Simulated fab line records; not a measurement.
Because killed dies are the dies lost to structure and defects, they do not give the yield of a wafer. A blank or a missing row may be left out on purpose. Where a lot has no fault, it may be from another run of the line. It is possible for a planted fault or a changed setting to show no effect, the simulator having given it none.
Chamber matching -- flow n5-finfet -- 4 sister chambers for N5_BEOL_M6_ETCH_62 on rie-diel-04
The step etches SOC in N2/H2, target depth 110 nm, overetch 22 nm, time 165 s. 8 wafers are shown with their chamber, then 8 later ones without.

== WAFERS, EACH WITH ITS CHAMBER ==
wafer,chamber,showerhead-plenum-p-Torr (Torr),throttle-valve-pct (%)
L078.3,2,2.41,18.1
L079.1,1,2.60,17.6
L079.4,2,2.41,18.1
L081.1,1,2.59,17.6
L086.1,0,2.53,18.4
L086.5,3,2.69,17.3
L086.6,0,2.53,18.3
L090.3,3,2.69,17.3

== WAFERS WHOSE CHAMBER IS MISSING ==
wafer,showerhead-plenum-p-Torr (Torr),throttle-valve-pct (%)
L090.4,2.52,18.4
L090.5,2.52,18.4
L091.1,2.52,18.4
L091.2,2.40,18.2
L091.6,2.40,18.2
L096.2,2.58,17.6
L096.4,2.58,17.6
L096.5,2.69,17.3

== EACH ONE'S CHAMBER ==
wafer,from the rows above,in truth
L090.4,0,0
L090.5,0,0
L091.1,0,0
L091.2,2,2
L091.6,2,2
L096.2,1,1
L096.4,1,1
L096.5,3,3
Correctly placed: 8 of 8. Can't be placed from these rows: 0. Number placed wrongly: 0.
How it was worked out, from the rows above alone: a wafer's distance from a chamber is the root of the sum, over the readings, of the square of ((its reading less the chamber's mean) divided by the reading's scatter). If the next closest chamber is less than 2 further off than the closest, the wafer can't be placed; otherwise it belongs to the closest. Each chamber's mean is taken over the wafers shown for it. The scatter: take each reading less its chamber's mean, square it, sum over the shown wafers, divide by the number of wafers less the number of chambers, and take the root.
